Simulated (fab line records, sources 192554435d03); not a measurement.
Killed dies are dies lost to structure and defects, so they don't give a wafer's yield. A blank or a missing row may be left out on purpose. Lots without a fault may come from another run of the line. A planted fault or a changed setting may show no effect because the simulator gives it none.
Chamber matching | flow n5_finfet | N5_STI_FIN_REVEAL_ALD_00 on ald_sin-04: 4 sister chambers
The step deposits SiO2, target thk 1 nm, pulse time 1 s. 18 wafers are shown with their chamber, then 9 later ones without.

WAFERS WITH THEIR CHAMBER
wafer  | chamber | heater_power_outer_w (W) | heater_power_w (W) | precursor_pulse_height_rel
L075.2 | 2       | 236                      | 436                | 0.991
L075.4 | 1       | 230                      | 434                | 0.999
L075.5 | 3       | 227                      | 422                | 0.985
L076.2 | 3       | 215                      | 429                | 1.009
L076.4 | 1       | 235                      | 431                | 0.999
L076.6 | 0       | 261                      | 436                | 1.021
L081.3 | 3       | 231                      | 431                | 0.993
L081.5 | 3       | 224                      | 428                | 1.027
L081.6 | 2       | 237                      | 444                | 0.975
L085.4 | 0       | 265                      | 449                | 1.064
L085.5 | 3       | 220                      | 428                | 1.002
L085.6 | 0       | 266                      | 460                | 0.955
L086.2 | 1       | 231                      | 421                | 0.993
L086.5 | 3       | 222                      | 428                | 1.007
L086.6 | 2       | 236                      | 448                | 0.985
L088.2 | 1       | 233                      | 421                | 1.026
L088.3 | 0       | 266                      | 458                | 0.998
L088.4 | 3       | 225                      | 425                | 1.031

SIGNATURES (means of the wafers above)
reading                    | chamber 0 | chamber 1 | chamber 2 | chamber 3 | scatter within a chamber
heater_power_outer_w       | 264.50    | 232.25    | 236.33    | 223.43    | 3.69
heater_power_w             | 450.75    | 426.75    | 442.67    | 427.29    | 6.66
precursor_pulse_height_rel | 1.00950   | 1.00425   | 0.98367   | 1.00771   | 0.0249
Rule: a wafer's distance from a chamber is the root of the sum, over the readings, of the square of ((its reading less the chamber's mean) divided by the reading's scatter). The wafer belongs to the nearest chamber; if the next one is less than 2 further off, it can't be placed. The scatter: the root of (the sum of the squares of (reading less its chamber's mean) over the shown wafers, divided by (wafers less chambers)).

WAFERS WITHOUT THEIR CHAMBER
wafer  | heater_power_outer_w (W) | heater_power_w (W) | precursor_pulse_height_rel
L091.1 | 266                      | 460                | 1.012
L091.2 | 233                      | 418                | 0.996
L091.4 | 224                      | 432                | 1.004
L097.1 | 234                      | 426                | 1.006
L097.2 | 228                      | 418                | 1.010
L097.3 | 233                      | 433                | 0.995
L097.4 | 265                      | 461                | 1.021
L097.5 | 259                      | 459                | 0.997
L097.6 | 236                      | 427                | 1.000

WHICH CHAMBER EACH WENT THROUGH
wafer  | from the rows above          | in truth
L091.1 | 0                            | 0
L091.2 | can't be placed: 1 or 3      | 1
L091.4 | can't be placed: 3 or 1      | 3
L097.1 | 1                            | 1
L097.2 | can't be placed: 1 or 3      | 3
L097.3 | can't be placed: 1 or 2 or 3 | 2
L097.4 | 0                            | 0
L097.5 | 0                            | 0
L097.6 | can't be placed: 1 or 2      | 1
Placed correctly: 4 of 9. Can't be placed from these rows: 5 (the true chamber is among the candidates in 5). Placed wrongly: 0.
